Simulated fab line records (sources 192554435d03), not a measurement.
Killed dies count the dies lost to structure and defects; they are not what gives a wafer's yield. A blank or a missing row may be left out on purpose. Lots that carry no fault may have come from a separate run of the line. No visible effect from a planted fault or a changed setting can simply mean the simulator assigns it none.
Matching of chambers / flow n5 finfet / 4 sister chambers for N5_BEOL_M13_DESCUM_15 on rie diel-02
The step chemistry O2, time 7.9 s. 8 wafers are shown with their chamber, then 10 later ones without.

== WAFERS, EACH WITH ITS CHAMBER ==
wafer=L086.5; chamber=0; drypump motor current A (A)=5.50; showerhead plenum p Torr (Torr)=2.03
wafer=L089.5; chamber=1; drypump motor current A (A)=5.99; showerhead plenum p Torr (Torr)=2.17
wafer=L089.6; chamber=0; drypump motor current A (A)=5.51; showerhead plenum p Torr (Torr)=2.02
wafer=L088.1; chamber=2; drypump motor current A (A)=5.98; showerhead plenum p Torr (Torr)=2.09
wafer=L088.3; chamber=3; drypump motor current A (A)=6.13; showerhead plenum p Torr (Torr)=2.04
wafer=L088.6; chamber=3; drypump motor current A (A)=6.14; showerhead plenum p Torr (Torr)=2.04
wafer=L091.4; chamber=1; drypump motor current A (A)=5.97; showerhead plenum p Torr (Torr)=2.17
wafer=L091.5; chamber=2; drypump motor current A (A)=5.96; showerhead plenum p Torr (Torr)=2.09

== WAFERS MISSING THEIR CHAMBER ==
wafer=L091.6; drypump motor current A (A)=5.96; showerhead plenum p Torr (Torr)=2.17
wafer=L092.2; drypump motor current A (A)=5.96; showerhead plenum p Torr (Torr)=2.17
wafer=L092.3; drypump motor current A (A)=6.16; showerhead plenum p Torr (Torr)=2.04
wafer=L092.5; drypump motor current A (A)=5.49; showerhead plenum p Torr (Torr)=2.02
wafer=L093.3; drypump motor current A (A)=6.17; showerhead plenum p Torr (Torr)=2.04
wafer=L093.5; drypump motor current A (A)=5.47; showerhead plenum p Torr (Torr)=2.02
wafer=L093.6; drypump motor current A (A)=6.16; showerhead plenum p Torr (Torr)=2.04
wafer=L095.3; drypump motor current A (A)=6.14; showerhead plenum p Torr (Torr)=2.04
wafer=L095.4; drypump motor current A (A)=5.95; showerhead plenum p Torr (Torr)=2.16
wafer=L095.5; drypump motor current A (A)=5.99; showerhead plenum p Torr (Torr)=2.16

== WHICH CHAMBER EACH ONE RAN IN ==
wafer=L091.6; from the rows above=1; in truth=1
wafer=L092.2; from the rows above=1; in truth=1
wafer=L092.3; from the rows above=3; in truth=3
wafer=L092.5; from the rows above=0; in truth=0
wafer=L093.3; from the rows above=3; in truth=3
wafer=L093.5; from the rows above=0; in truth=0
wafer=L093.6; from the rows above=3; in truth=3
wafer=L095.3; from the rows above=3; in truth=3
wafer=L095.4; from the rows above=1; in truth=1
wafer=L095.5; from the rows above=1; in truth=1
10 of 10 placed correctly. Left unplaced by these rows: 0. Wrongly placed: 0.
How it was worked out, from the rows above alone: a wafer's distance from a chamber is the root of the sum, over the readings, of the square of ((its reading less the chamber's mean) divided by the reading's scatter). The wafer belongs to the nearest chamber; if the next one is less than 2 further off, it can't be placed. The mean given for a chamber averages the wafers shown for that chamber. The scatter: the root of (the sum of the squares of (reading less its chamber's mean) over the shown wafers, divided by (wafers less chambers)).
